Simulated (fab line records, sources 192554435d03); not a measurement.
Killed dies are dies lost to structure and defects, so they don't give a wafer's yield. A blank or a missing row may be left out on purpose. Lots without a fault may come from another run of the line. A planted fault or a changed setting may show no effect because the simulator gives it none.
fab line records | flow n5_finfet
record lots=6 wafers=18 last_day=16
route steps=1938 shown BEOL_M1@782 BEOL_M4@1111
lots that met no fault: from a run of the same line without faults
start_h: hours from the record's first day to the start of the lot's first wafer shown | wait_h: hours since the lot's step before | " the same as in the row above | L1.1+2: a row that stands for several wafers | - no value, or no start given | * or withheld: withheld | < > ~ a bound
route shown NAME@n: a module of which the file shows steps, and the number in the route of the first | usual: mean/standard deviation of fault-free wafers | same: alike in all rows | chamber/n: place in a boat | sites: the reading at each site | _std_site: their standard deviation | _edge_site: outer sites' mean less inner sites' | radius_mm: how far each site lies from the wafer's centre | mask NAME#n: copy n | behind: the tool/chamber that last shaped the wafer | hold: why the lot was held/for how many hours/how that ended | device: the transistor (n, p or np) that didn't switch | end of line: the same wafers' tests at the end of the route | a step without rows: its recipe alone | killed: dies lost to structure and defects at the first sort, not the wafer's yield | map: a wafer's dies, x killed, . not, _ none there
set.NAME: the setting as run; set.NAME@STEP: as run at that earlier step | model.NAME: the simulator's own value behind a step, which no gauge read
lots at some steps of the route; a table a step, a row a wafer
services: from which hour (start_h, from the record's first day; less than 0 if before it) a tool's chamber was out of use, for how many hours, and why
## steps
# step N5_BEOL_M1_SOFTBAKE_23
# recipe temp_c=110 time_s=60 resist=CAR-EUV
# step N5_BEOL_M1_EXPOSE_25
# recipe mask_id=V0 na=0.33 source_shape=quasar sigma_inner=0.2 sigma_outer=0.8 polarization=unpolarized defocus_nm=5 target_cd_nm=24 dose_mj=63
# step N5_BEOL_M1_PEB_26
# recipe peb_temp_c=100 peb_time_s=60 resist=CAR-EUV
# step N5_BEOL_M1_DEVELOP_27
# recipe develop_time_s=30 developer=TMAH resist=CAR-EUV rinse_liquid=surfactant_rinse dry=air_spin dev_temp_c=23
# step N5_BEOL_M1_CD_MEAS_28
# recipe landing_energy_ev=500 detector=se_inlens target_cd_y_nm=23.3
# usual cd_nm=23.98/0.23
# columns lot.wafer tool chamber start_h wait_h cd_nm
L111.2 cd_sem-01 0 140.46 - 23.35
L111.3 " 0 " " 23.66
L111.5 " 0 " " 24.02
L110.2 cd_sem-01 0 143.43 - 23.96
L110.3 " 0 " " 23.95
L110.6 " 0 " " 23.96
L112.4 cd_sem-03 0 146.03 - 23.89
L112.5 " 0 " " 23.98
L112.6 " 0 " " 23.78
L120.1 cd_sem-03 0 205.33 - 23.64
L120.3 " 0 " " 24.10
L120.5 " 0 " " 24.14
L125.3 cd_sem-01 0 237.91 - 23.87
L125.4 " 0 " " 24.18
L125.6 " 0 " " 23.88
L127.3 cd_sem-02 0 243.61 - 23.40
L127.4 " 0 " " 23.66
L127.6 " 0 " " 23.87
# step N5_BEOL_M1_OVL_MEAS_29
# recipe points_per_wafer=522
# usual V0_OVL=0.1/0.61
# columns lot.wafer tool chamber start_h wait_h V0_OVL[nm]
L111.2 overlay-01 0 140.49 0.0 1.2
L111.3 " 0 " " 0.4
L111.5 " 0 " " 0.5
L110.2 overlay-02 0 143.47 0.0 0.4
L110.3 " 0 " " -0.5
L110.6 " 0 " " 0.9
L112.4 overlay-02 0 146.07 0.0 -1.2
L112.5 " 0 " " -0.4
L112.6 " 0 " " -1.2
L120.1 overlay-02 0 205.36 0.0 1.4
L120.3 " 0 " " 0.6
L120.5 " 0 " " 1.5
L125.3 overlay-02 0 237.95 0.0 1.0
L125.4 " 0 " " 0.9
L125.6 " 0 " " 0.5
L127.3 overlay-01 0 243.65 0.0 0.2
L127.4 " 0 " " 0.0
L127.6 " 0 " " -0.2
# step N5_BEOL_M1_INSPECT_30
# recipe mode=adi inspect_instrument=brightfield
# usual raw_defect_count=398/98
# columns lot.wafer tool chamber start_h wait_h raw_defect_count
L111.2 defect_inspect-01 - 140.54 0.0 475
L111.3 " - " " 433
L111.5 " - " " 503
L110.2 defect_inspect-01 - 143.52 0.0 580
L110.3 " - " " 330
L110.6 " - " " 374
L112.4 defect_inspect-02 - 146.11 0.0 286
L112.5 " - " " 361
L112.6 " - " " 311
L120.1 defect_inspect-01 - 205.42 0.1 462
L120.3 " - " " 522
L120.5 " - " " 389
L125.3 defect_inspect-01 - 237.99 0.0 355
L125.4 " - " " 416
L125.6 " - " " 352
L127.3 defect_inspect-01 - 243.70 0.0 602
L127.4 " - " " 401
L127.6 " - " " 513
# step N5_BEOL_M1_DESCUM_33
# recipe chemistry=O2 time_s=7 source_power_w=50 bias_power_w=20 pressure_mtorr=20 rf_frequency_hz=2.712e+07 temp_c=40 resist=CAR-EUV o2_flow_sccm=225
# usual drypump_motor_current_A=5.8/0.52 oes_product_au=0.80/0.085 rf_fwd_power_W=49.40/0.26 rf_vpp_V=243.4/1.4 showerhead_plenum_p_Torr=2.11/0.077 throttle_valve_pct=20.44/0.19
# columns lot.wafer tool chamber start_h wait_h drypump_motor_current_A oes_product_au rf_fwd_power_W rf_hours_counter_h rf_vpp_V showerhead_plenum_p_Torr throttle_valve_pct
L111.2 rie_diel-05 2 140.58 0.0 5.4 0.74 49.45 164 243.0 2.08 20.72
L111.3 " 0 " " 5.6 0.69 49.20 245 242.2 2.07 20.42
L111.5 " 0 " " 5.6 0.69 49.19 - 242.2 2.07 20.43
L110.2 rie_diel-02 0 143.78 0.3 5.1 0.99 49.62 2 245.2 2.22 20.54
L110.3 " 2 " " 5.1 0.82 49.21 79 241.1 2.03 20.32
L110.6 " 1 " " 5.6 0.76 49.42 - 244.1 2.19 20.50
L112.4 rie_diel-05 1 146.15 0.0 5.9 0.75 49.57 168 244.3 2.18 20.59
L112.5 " 1 " " 5.9 0.76 49.72 - 244.7 2.18 20.59
L112.6 " 2 " " 5.4 0.74 49.70 - 244.1 2.08 20.73
L120.1 rie_diel-02 0 205.46 0.0 5.1 0.91 49.50 25 243.9 2.22 20.57
L120.3 " 1 " " 5.6 0.74 49.13 169 245.0 2.18 20.53
L120.5 " 1 " " 5.6 0.75 49.27 - 244.5 2.18 20.52
L125.3 rie_diel-06 3 238.03 0.0 6.5 0.82 49.43 96 244.5 2.03 20.50
L125.4 " 2 " " 6.5 0.76 49.51 169 244.2 2.08 20.56
L125.6 " 1 " " 5.5 0.72 49.01 - 242.4 1.98 20.37
L127.3 rie_diel-06 1 243.73 0.0 5.5 0.72 49.24 200 242.2 1.98 20.36
L127.4 " 2 " " 6.5 0.75 49.52 170 242.6 2.08 20.54
L127.6 " 1 " " 5.5 0.72 48.96 - 242.0 1.98 20.39
# step N5_BEOL_M1_ETCH_77
# recipe chemistry=N2/H2 target=underlayer target_depth_a=65 mask_material=CAR-EUV time_s=5.2 ion_energy_ev=200 pressure_mtorr=30 source_w=840 bias_w=150 n2_flow_sccm=200 h2_flow_sccm=200 ends=cleared
# usual bias_w=150.0/0.46 drypump_motor_current_A=5.8/0.52 etch_rf_on_time_s=5.23/0.09 oes_product_au=0.68/0.072 rf_fwd_power_W=820.0/2.6 rf_vpp_V=524.3/2.9 showerhead_plenum_p_Torr=2.56/0.095 throttle_valve_pct=17.90/0.23
# columns lot.wafer tool chamber start_h wait_h bias_w drypump_motor_current_A etch_rf_on_time_s oes_product_au rf_fwd_power_W rf_hours_counter_h rf_vpp_V showerhead_plenum_p_Torr throttle_valve_pct
L111.2 rie_diel-05 2 140.61 0.0 150.2 5.4 5.27 0.64 823.2 164 521.4 2.54 18.25
L111.3 " 0 " " 149.6 5.7 5.31 0.59 822.1 245 523.5 2.51 17.91
L111.5 " 0 " " 150.0 5.7 5.30 0.59 823.4 - 518.6 2.51 17.92
L110.2 rie_diel-02 0 143.81 0.0 149.4 5.1 5.14 0.84 822.0 2 530.6 2.72 17.99
L110.3 " 2 " " 150.5 5.1 5.30 0.69 818.7 79 521.4 2.47 17.70
L110.6 " 1 " " 149.7 5.5 5.31 0.63 819.3 - 529.5 2.66 18.06
L112.4 rie_diel-05 1 146.18 0.0 149.7 5.8 5.22 0.65 816.9 168 527.7 2.65 18.13
L112.5 " 1 " " 149.5 5.8 5.18 0.65 818.9 - 525.9 2.65 18.13
L112.6 " 2 " " 150.4 5.4 5.15 0.64 822.7 - 526.4 2.54 18.24
L120.1 rie_diel-02 0 205.49 0.0 150.1 5.1 5.09 0.78 822.9 25 525.4 2.71 18.05
L120.3 " 1 " " 150.5 5.6 5.31 0.61 819.3 169 528.2 2.65 18.09
L120.5 " 1 " " 149.4 5.5 5.28 0.63 820.1 - 527.8 2.65 18.12
L125.3 rie_diel-06 3 238.06 0.0 150.1 6.6 5.22 0.69 823.0 96 521.3 2.47 17.81
L125.4 " 2 " " 150.1 6.5 5.34 0.63 819.3 169 523.8 2.53 17.86
L125.6 " 1 " " 150.1 5.5 5.38 0.61 820.7 - 520.1 2.42 17.95
L127.3 rie_diel-06 1 243.77 0.0 149.8 5.5 5.35 0.61 823.2 200 518.6 2.42 17.96
L127.4 " 2 " " 149.6 6.5 5.26 0.65 824.7 170 524.6 2.53 17.85
L127.6 " 1 " " 150.0 5.5 5.35 0.60 817.6 - 519.9 2.42 17.94
# step N5_BEOL_M1_ETCH_69
# recipe chemistry=CF4 target=SiARC target_depth_a=156 mask_material=CAR-EUV time_s=26 ion_energy_ev=80 pressure_mtorr=40 source_w=545 bias_w=36 Ar_flow_sccm=100 cf4_flow_sccm=100 ends=cleared
# usual bias_w=36.00/0.099 drypump_motor_current_A=5.8/0.52 etch_rf_on_time_s=25.9/0.49 oes_product_au=0.69/0.072 rf_fwd_power_W=532.7/2.4 rf_vpp_V=184.2/1.2 showerhead_plenum_p_Torr=2.16/0.075 throttle_valve_pct=15.62/0.21
# columns lot.wafer tool chamber start_h wait_h bias_w drypump_motor_current_A etch_rf_on_time_s oes_product_au rf_fwd_power_W rf_hours_counter_h rf_vpp_V showerhead_plenum_p_Torr throttle_valve_pct
L111.2 rie_diel-05 2 140.63 0.0 36.03 5.4 25.8 0.64 533.1 164 183.2 2.14 15.90
L111.3 " 0 " " 36.05 5.6 26.2 0.59 531.4 245 183.7 2.11 15.61
L111.5 " 0 " " 36.19 5.6 26.2 0.59 533.1 - 182.4 2.11 15.62
L110.2 rie_diel-02 0 143.83 0.0 36.00 5.1 25.4 0.84 538.6 2 186.0 2.28 15.73
L110.3 " 2 " " 36.08 5.1 26.9 0.68 532.4 79 182.6 2.08 15.44
L110.6 " 1 " " 36.00 5.6 26.6 0.64 533.1 - 183.8 2.22 15.64
L112.4 rie_diel-05 1 146.20 0.0 36.03 5.9 26.0 0.65 533.2 168 184.9 2.22 15.76
L112.5 " 1 " " 35.94 5.9 26.2 0.65 531.6 - 185.3 2.22 15.73
L112.6 " 2 " " 36.02 5.4 26.2 0.63 533.7 - 183.9 2.13 15.92
L120.1 rie_diel-02 0 205.51 0.0 35.98 5.1 25.6 0.77 536.2 25 186.1 2.28 15.76
L120.3 " 1 " " 36.23 5.6 26.7 0.63 532.6 169 186.3 2.22 15.67
L120.5 " 1 " " 35.98 5.6 26.5 0.63 531.8 - 184.1 2.21 15.69
L125.3 rie_diel-06 3 238.08 0.0 35.95 6.6 25.9 0.69 532.2 96 182.8 2.07 15.61
L125.4 " 2 " " 35.82 6.5 26.2 0.65 528.1 169 182.9 2.14 15.77
L125.6 " 1 " " 36.00 5.5 26.8 0.61 534.1 - 183.0 2.05 15.64
L127.3 rie_diel-06 1 243.78 0.0 35.86 5.5 26.8 0.61 532.6 200 182.5 2.05 15.66
L127.4 " 2 " " 35.98 6.5 26.7 0.64 528.0 170 183.5 2.14 15.78
L127.6 " 1 " " 35.92 5.5 26.9 0.61 533.1 - 182.1 2.05 15.66
# step N5_BEOL_M1_ALD_98
# recipe material=SiO2 target_thk_a=25 temp_c=100 ald_precursor_family=BDEAS ald_co_reactant=O2-plasma pulse_time_s=1 co_reactant_pulse_time_s=1 purge_time_s=2 co_reactant_purge_time_s=2 ald_cycles=17 pressure_torr=2
# step N5_BEOL_M1_ETCHBACK_99
# recipe chemistry=CHF3 target=SiO2 target_depth_a=50 time_s=10.4 source_w=215 bias_w=47 Ar_flow_sccm=200 CHF3_flow_sccm=12 ion_energy_ev=100 pressure_mtorr=30
# step N5_BEOL_M1_ETCH_70
# recipe chemistry=N2/H2 target=SOC target_depth_a=800 overetch_a=160 mask_material=SiARC temp_c=40 time_s=120 ion_energy_ev=200 pressure_mtorr=30 source_w=840 bias_w=150 n2_flow_sccm=200 h2_flow_sccm=200
# usual bias_w=150.0/0.45 drypump_motor_current_A=5.7/0.5 oes_product_au=0.61/0.058 rf_fwd_power_W=835.7/2.9 rf_vpp_V=524.5/2.6 showerhead_plenum_p_Torr=2.57/0.095 throttle_valve_pct=17.87/0.24
# columns lot.wafer tool chamber start_h wait_h bias_w drypump_motor_current_A oes_product_au rf_fwd_power_W rf_hours_counter_h rf_vpp_V showerhead_plenum_p_Torr throttle_valve_pct model.etch.depth_nm model.SiARC_of_BEOL_M1_COAT_68.thk_nm
L111.2 rie_diel-05 2 141.69 0.0 149.6 5.4 0.56 836.2 164 523.1 2.54 18.20 56.67 8.6
L111.3 " 3 " " 149.7 5.8 0.50 835.5 240 521.2 2.40 18.13 55.84 8.8
L111.5 " 1 " " 150.5 5.8 0.57 836.7 - 527.5 2.65 18.08 55.73 8.8
L110.2 rie_diel-02 2 152.96 0.0 150.3 5.1 0.62 837.7 81 522.4 2.47 17.63 60.12 6.6
L110.3 " 0 " " 149.5 5.1 0.73 838.2 4 527.8 2.72 17.95 59.95 6.4
L110.6 " 0 " " 149.5 5.1 0.73 838.7 - 528.6 2.72 17.97 59.91 6.4
L112.4 rie_diel-05 0 153.89 0.0 149.9 5.6 0.52 832.2 248 524.0 2.50 17.87 56.4 8.8
L112.5 " 3 " " 150.1 5.7 0.50 836.5 - 519.3 2.40 18.12 56.27 8.8
L112.6 " 0 " " 149.4 5.6 0.52 832.5 - 523.7 2.50 17.88 56.53 8.8
L120.1 rie_diel-06 0 207.26 0.0 149.4 5.7 0.64 831.2 50 525.1 2.59 17.57 60.02 6.4
L120.3 " 2 " " 150.2 6.6 0.59 834.6 159 524.3 2.53 17.81 60.15 6.4
L120.5 " 0 " " 149.9 5.7 0.64 831.9 - 524.7 2.59 17.57 60.13 6.2
L125.3 rie_diel-05 0 246.68 0.0 149.3 5.6 0.69 831.3 22 522.6 2.49 17.47 59.91 6.2
L125.4 " 3 " " 150.5 5.7 0.70 836.0 14 527.6 2.71 17.74 59.73 6.4
L125.6 " 1 " " 150.2 5.8 0.56 834.6 - 526.3 2.63 18.15 59.94 6.6
L127.3 rie_diel-05 0 247.06 0.0 150.2 5.6 0.69 832.9 22 522.2 2.49 17.50 59.96 6.2
L127.4 " 3 " " 150.6 5.8 0.71 837.6 14 528.4 2.71 17.74 59.99 6.4
L127.6 " 3 " " 151.2 5.7 0.70 838.3 - 528.3 2.71 17.74 59.92 6.4
# step N5_BEOL_M1_STRIP_71
# recipe chemistry=N2/H2 temp_c=40 n2_flow_sccm=200 h2_flow_sccm=200 rf_frequency_hz=6e+07
# step N5_BEOL_M1_STRIP_78
# recipe chemistry=N2/H2 temp_c=40 n2_flow_sccm=200 h2_flow_sccm=200 rf_frequency_hz=6e+07
# step N5_BEOL_M1_VIA_ETCH_34
# recipe chemistry=C4F6/O2 target_depth_a=678 mask_material=SOC pressure_mtorr=15 ion_energy_ev=250 taper_deg=4 time_s=64.4 source_w=350 bias_w=170 Ar_flow_sccm=300 C4F6_flow_sccm=10 O2_flow_sccm=10
# usual bias_w=170.0/0.48 drypump_motor_current_A=5.7/0.49 oes_o_777_au=0.81/0.077 oes_product_au=0.80/0.082 rf_fwd_power_W=347.0/1.4 rf_vpp_V=662/4.3 showerhead_plenum_p_Torr=2.87/0.1 throttle_valve_pct=30.78/0.25
# columns lot.wafer tool chamber start_h wait_h bias_w drypump_motor_current_A oes_o_777_au oes_product_au rf_fwd_power_W rf_hours_counter_h rf_vpp_V showerhead_plenum_p_Torr throttle_valve_pct model.BEOL_M1.cd_nm
L111.2 rie_diel-05 2 141.79 0.0 170.8 5.4 0.76 0.75 346.3 164 670 2.84 31.08 17
L111.3 " 3 " " 169.7 5.7 0.69 0.68 348.8 240 656 2.69 30.96 16.8
L111.5 " 1 " " 169.7 5.8 0.77 0.77 346.8 - 659 2.95 31.05 16.6
L110.2 rie_diel-02 2 153.07 0.0 170.3 5.1 0.81 0.81 346.2 81 660 2.76 30.60 18.2
L110.3 " 0 " " 170.0 5.1 0.95 0.96 347.6 4 658 3.03 31.04 18.2
L110.6 " 0 " " 169.8 5.1 0.95 0.96 348.5 - 659 3.03 31.04 18.4
L112.4 rie_diel-05 0 153.99 0.0 170.4 5.6 0.71 0.70 345.0 248 668 2.79 30.57 16.8
L112.5 " 3 " " 170.0 5.7 0.68 0.68 346.3 - 654 2.69 30.96 17.2
L112.6 " 0 " " 170.1 5.6 0.71 0.69 345.0 - 667 2.79 30.57 16.8
L120.1 rie_diel-06 0 207.36 0.0 169.7 5.7 0.84 0.84 346.1 50 663 2.89 30.40 18
L120.3 " 2 " " 170.0 6.5 0.76 0.76 344.8 159 668 2.85 30.90 18
L120.5 " 0 " " 169.8 5.7 0.84 0.84 345.7 - 663 2.89 30.39 18
L125.3 rie_diel-05 0 246.78 0.0 169.9 5.6 0.92 0.91 346.7 22 667 2.78 30.35 17.8
L125.4 " 3 " " 170.2 5.7 0.92 0.92 348.2 14 666 3.02 30.72 18
L125.6 " 1 " " 169.9 5.8 0.74 0.73 348.5 - 658 2.94 31.09 17.8
L127.3 rie_diel-05 0 247.16 0.0 169.0 5.6 0.92 0.92 344.8 22 666 2.78 30.35 17.6
L127.4 " 3 " " 170.0 5.8 0.92 0.91 346.6 14 667 3.02 30.72 17.6
L127.6 " 3 " " 169.9 5.7 0.93 0.91 345.7 - 666 3.02 30.73 18
# step N5_BEOL_M1_STRIP_83
# recipe chemistry=C4F6/O2 resist=SiARC rf_frequency_hz=6e+07
# step N5_BEOL_M1_STRIP_36
# recipe chemistry=N2/H2 power_w=450 temp_c=40 pressure_mtorr=20 rf_frequency_hz=6e+07 overash_fraction=0.3 bias_power_w=7 h2_frac=0.5 n2_flow_sccm=200 h2_flow_sccm=200
# step N5_BEOL_M1_TRENCH_ETCH_37
# recipe chemistry=C4F6/O2 target_depth_a=552.07 target=SiOC time_s=29 ion_energy_ev=250 pressure_mtorr=30 source_w=355 bias_w=185 Ar_flow_sccm=300 C4F6_flow_sccm=10 O2_flow_sccm=10
# step N5_BEOL_M1_ETCH_41
# recipe chemistry=CH3F/O2 target=SiCN target_depth_a=319 taper_deg=2 time_s=57.8 ion_energy_ev=120 mask_material=TiN pressure_mtorr=30 source_w=395 bias_w=75 Ar_flow_sccm=150 CH3F_flow_sccm=30 O2_flow_sccm=20
# step N5_BEOL_M1_STRIP_97
# recipe chemistry=N2/H2 time_s=10 power_w=450 temp_c=40 pressure_mtorr=20 rf_frequency_hz=6e+07 bias_power_w=7 n2_flow_sccm=200 h2_flow_sccm=200
# step N5_BEOL_M1_OCD_MEAS_38
# usual trench_depth_nm=55.1/0.96
# columns lot.wafer tool chamber start_h wait_h trench_depth_nm
L111.2 ocd-01 - 142.05 - 54.6
L111.3 " - " " 54.6
L111.5 " - " " 55.0
L110.2 ocd-02 - 153.32 - 55.2
L110.3 " - " " 55.7
L110.6 " - " " 56.8
L112.4 ocd-01 - 154.25 - 54.2
L112.5 " - " " 54.2
L112.6 " - " " 54.1
L120.1 ocd-01 - 207.62 - 54.6
L120.3 " - " " 53.9
L120.5 " - " " 53.8
L125.3 ocd-01 - 247.04 - 56.2
L125.4 " - " " 55.1
L125.6 " - " " 54.6
L127.3 ocd-01 - 247.42 - 55.1
L127.4 " - " " 54.6
L127.6 " - " " 55.0
# step N5_BEOL_M1_HM_STRIP_39
# recipe chemistry=peroxide_tin_strip material=TiN target_depth_a=250 temp_c=50 time_s=158
# step N5_BEOL_M1_SRD_40
# recipe time_s=30 temp_c=23 rinse_liquid=diw dry=ipa_marangoni
# step N5_BEOL_M1_PRECLEAN_42
# recipe chemistry=residue_remover time_s=60 temp_c=40
# step N5_BEOL_M1_SRD_43
# recipe time_s=30 temp_c=23 rinse_liquid=diw dry=ipa_marangoni
# step N5_BEOL_M1_CD_MEAS_35
# recipe target_cd_nm=18 target_cd_y_nm=21 polarity=opening
# usual cd_nm=17.98/0.28
# columns lot.wafer tool chamber start_h wait_h cd_nm
L111.2 cd_sem-01 - 142.21 0.0 17.92
L111.3 " - " " 18.43
L111.5 " - " " 17.55
L110.2 cd_sem-03 - 153.47 0.0 18.27
L110.3 " - " " 18.31
L110.6 " - " " 18.33
L112.4 cd_sem-03 - 154.41 0.0 17.81
L112.5 " - " " 17.68
L112.6 " - " " 18.45
L120.1 cd_sem-01 - 207.78 0.0 18.13
L120.3 " - " " 18.31
L120.5 " - " " 18.12
L125.3 cd_sem-03 - 247.19 0.0 18.05
L125.4 " - " " 17.57
L125.6 " - " " 18.27
L127.3 cd_sem-02 - 247.57 0.0 17.88
L127.4 " - " " 18.00
L127.6 " - " " 17.61
# step N5_BEOL_M1_DEGAS_44
# recipe ambient=vacuum temp_c=250 time_s=60
# step N5_BEOL_M1_PRE_CLEAN_45
# recipe gas=H2/He time_s=30 temp_c=250
# step N5_BEOL_M1_ALD_84
# recipe material=TaN target_thk_a=* temp_c=275 ald_precursor_family=PDMAT ald_co_reactant=NH3 pressure_torr=3 carrier_flow_sccm=1500 pulse_time_s=2 purge_time_s=3 co_reactant_purge_time_s=2 co_reactant_pulse_time_s=3 ald_cycles=30 precursor_vessel_temp_c=75 precursor_vessel_pressure_torr=26.25 precursor_vessel_carrier_sccm=1000
# step N5_BEOL_M1_SURFACE_TREAT_85
# recipe gas=Ar time_s=* ion_energy_ev=* ion_current_ma_cm2=0.5 pressure_mtorr=* ar_flow_sccm=30
# step N5_BEOL_M1_CVD_47
# recipe material=Co target_thk_a=30 temp_c=withheld precursor=CCTBA/H2 pressure_torr=30 time_s=223.8
# step N5_BEOL_M1_SPUTTER_48
# recipe material=Cu target_thk_a=45 temp_c=-20 chamber_pressure_pa=0.07 power_w=withheld time_s=8.29
# step N5_BEOL_M1_ANNEAL_49
# recipe temp_c=400 time_s=240 ambient=vacuum
# step N5_BEOL_M1_SPUTTER_79
# recipe material=Cu target_thk_a=45 temp_c=-20 chamber_pressure_pa=0.07 power_w=withheld time_s=8.29
# usual throttle_valve_pct=29.6/1
# columns lot.wafer tool chamber start_h wait_h throttle_valve_pct
L111.2 pvd_sputter-02 - 143.35 0.1 28.4
L111.3 " - " " 30.3
L111.5 " - " " 30.3
L110.2 pvd_sputter-03 - 154.86 0.1 29.0
L110.3 " - " " 28.2
L110.6 " - " " 29.3
L112.4 pvd_sputter-03 - 156.86 0.1 28.9
L112.5 " - " " 28.0
L112.6 " - " " 31.2
L120.1 pvd_sputter-02 - 209.17 0.1 28.9
L120.3 " - " " 30.4
L120.5 " - " " 28.3
L125.3 pvd_sputter-03 - 248.24 0.1 28.9
L125.4 " - " " 29.6
L125.6 " - " " 31.1
L127.3 pvd_sputter-02 - 250.05 0.1 28.1
L127.4 " - " " 29.8
L127.6 " - " " 30.2
# step N5_BEOL_M1_ANNEAL_80
# recipe temp_c=400 time_s=240 ambient=vacuum
# usual heater_power_w=822/59
# columns lot.wafer tool chamber start_h wait_h heater_power_w
L111.2 pvd_sputter-02 - 143.43 0.0 866
L111.3 " - " " 864
L111.5 " - " " 859
L110.2 pvd_sputter-03 - 154.94 0.0 789
L110.3 " - " " 858
L110.6 " - " " 822
L112.4 pvd_sputter-03 - 156.94 0.0 804
L112.5 " - " " 858
L112.6 " - " " 890
L120.1 pvd_sputter-02 - 209.25 0.0 832
L120.3 " - " " 842
L120.5 " - " " 880
L125.3 pvd_sputter-03 - 248.32 0.0 779
L125.4 " - " " 734
L125.6 " - " " 861
L127.3 pvd_sputter-02 - 250.13 0.0 847
L127.4 " - " " 842
L127.6 " - " " 849
# step N5_BEOL_M1_SPUTTER_81
# recipe material=Cu target_thk_a=45 temp_c=-20 chamber_pressure_pa=0.07 power_w=withheld time_s=8.29
# step N5_BEOL_M1_ANNEAL_82
# recipe temp_c=400 time_s=240 ambient=vacuum
# step N5_BEOL_M1_SPUTTER_86
# recipe material=Cu target_thk_a=45 temp_c=-20 chamber_pressure_pa=0.07 power_w=withheld time_s=8.29
# step N5_BEOL_M1_ANNEAL_87
# recipe temp_c=400 time_s=240 ambient=vacuum
# step N5_BEOL_M1_SPUTTER_88
# recipe material=Cu target_thk_a=45 temp_c=-20 chamber_pressure_pa=0.07 power_w=withheld time_s=8.29
# step N5_BEOL_M1_ANNEAL_89
# recipe temp_c=400 time_s=240 ambient=vacuum
# step N5_BEOL_M4_RC_MEAS_101
# usual CHAIN_V0_max_site=244/8.7 DIBL_N=36.3/1.2 DIBL_P=36.7/1.5 IOFF_N=0.164/0.02 IOFF_P=0.214/0.024 ION_N=673/8.5 ION_P=461/5.9 SS_N=71.6/0.44 SS_P=73.3/0.55 VT_N=249.4/2.4 VT_P=-250.0/2.3
# columns lot.wafer tool chamber start_h wait_h CHAIN_V0_max_site[ohm/link] DIBL_N[mV/V] DIBL_P[mV/V] IOFF_N[nA/um] IOFF_P[nA/um] ION_N[uA/um] ION_P[uA/um] SS_N[mV/dec] SS_P[mV/dec] VT_N[mV] VT_P[mV]
L111.2 prober-02 0 174.75 0.2 ~588 35.3 36.5 0.160 0.193 673 453 71.5 73.6 249.0 -254.3
L111.3 " 0 " " ~588 35.0 35.6 0.149 0.186 663 450 71.4 73.2 250.4 -254.8
L111.5 " 0 " " ~588 37.1 37.3 0.186 0.215 675 456 71.9 73.0 249.0 -251.5
L112.4 prober-01 0 189.46 0.5 ~588 33.7 33.1 0.113 0.149 659 450 71.1 72.2 256.6 -254.5
L112.5 " 0 " " ~588 36.2 36.5 0.157 0.192 671 459 71.8 72.8 252.7 -252.7
L112.6 " 0 " " ~588 36.8 36.6 0.163 0.192 671 454 71.8 73.9 252.7 -250.6
L110.2 prober-01 0 194.91 0.2 236 35.8 38.1 0.168 0.214 678 462 71.2 73.9 247.9 -252.2
L110.3 " 0 " " 232 34.7 36.0 0.141 0.180 669 455 70.6 72.5 251.3 -251.2
L110.6 " 0 " " 232 35.6 36.7 0.156 0.194 668 455 72.1 72.8 250.0 -253.7
L120.1 prober-02 0 247.75 0.0 233 37.7 36.2 0.166 0.207 667 461 72.1 73.8 248.4 -253.3
L120.3 " 0 " " 235 38.3 36.9 0.179 0.223 673 457 71.8 74.3 248.9 -247.9
L120.5 " 0 " " 247 38.0 37.0 0.183 0.222 672 457 71.5 73.8 249.3 -252.9
L125.3 prober-02 0 283.15 0.3 242 36.9 38.5 0.214 0.250 692 473 72.3 74.0 243.5 -248.5
L125.4 " 0 " " 246 36.1 36.1 0.174 0.210 674 466 72.0 73.3 249.3 -251.5
L125.6 " 0 " " 239 36.5 37.8 0.187 0.233 680 459 71.7 73.5 244.2 -249.7
L127.3 prober-01 0 286.79 0.3 242 35.1 35.0 0.169 0.209 679 461 71.6 72.9 248.7 -251.1
L127.4 " 0 " " 254 34.8 35.3 0.159 0.197 676 460 71.4 73.4 249.4 -250.2
L127.6 " 0 " " 253 35.9 36.5 0.183 0.225 676 459 71.9 74.0 246.8 -248.9
## services
# columns tool chamber start_h hours kind
rie_diel-02 0 118.74 - clean
rie_diel-02 0 118.74 - consumable_replace:focus_ring
rie_diel-02 0 118.74 - consumable_replace:showerhead
rie_diel-02 0 118.74 18.6 scheduled_down
rie_diel-02 0 118.74 18.6 vent_cycle
rie_diel-05 0 134.07 5.7 repair
rie_diel-02 3 143.56 - clean
rie_diel-02 3 143.56 - consumable_replace:focus_ring
rie_diel-02 3 143.56 16.6 scheduled_down
rie_diel-02 3 143.56 16.6 vent_cycle
rie_diel-05 0 159.98 - clean
rie_diel-05 0 159.98 - consumable_replace:focus_ring
rie_diel-05 0 159.98 15.6 scheduled_down
rie_diel-05 0 159.98 15.6 vent_cycle
rie_diel-05 3 175.58 - clean
rie_diel-05 3 175.58 - consumable_replace:focus_ring
rie_diel-05 3 175.58 - consumable_replace:showerhead
rie_diel-05 3 175.58 22.7 scheduled_down
rie_diel-05 3 175.58 22.7 vent_cycle
rie_diel-02 2 187.47 42.2 repair
rie_diel-05 - 197.43 0.5 repair
## key
first_sign step=N5_BEOL_M4_RC_MEAS_101 reading=CHAIN_V0_max_site direction=up sigmas=39 usual=244 struck=~588
effect none on later readings
model_effect step=N5_BEOL_M1_ETCH_70 value=etch.depth_nm without=59.94 struck=56.24
model_effect step=N5_BEOL_M1_VIA_ETCH_34 value=BEOL_M1.cd_nm without=17.83 struck=16.87
met_at N5_BEOL_M1_ETCH_70
struck_wafers L111.2,L111.3,L111.5,L112.4,L112.5,L112.6
sort_left_out L111.2,L111.3,L111.5,L112.4,L112.5,L112.6
also_fits N5_BEOL_M1_DESCUM_33:rie_diel-05,N5_BEOL_M1_ETCH_77:rie_diel-05,N5_BEOL_M1_ETCH_69:rie_diel-05
fault kind=process_parameter_drift tool=rie_diel-05 chamber=- onset_h=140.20 steps=N5_BEOL_M1_ETCH_70 channel=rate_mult offset=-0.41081 shape=step end_h=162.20
# sort_left_out: the simulated sort isn't trusted on such a fault, so these wafers' sort isn't shown, and their yield isn't known
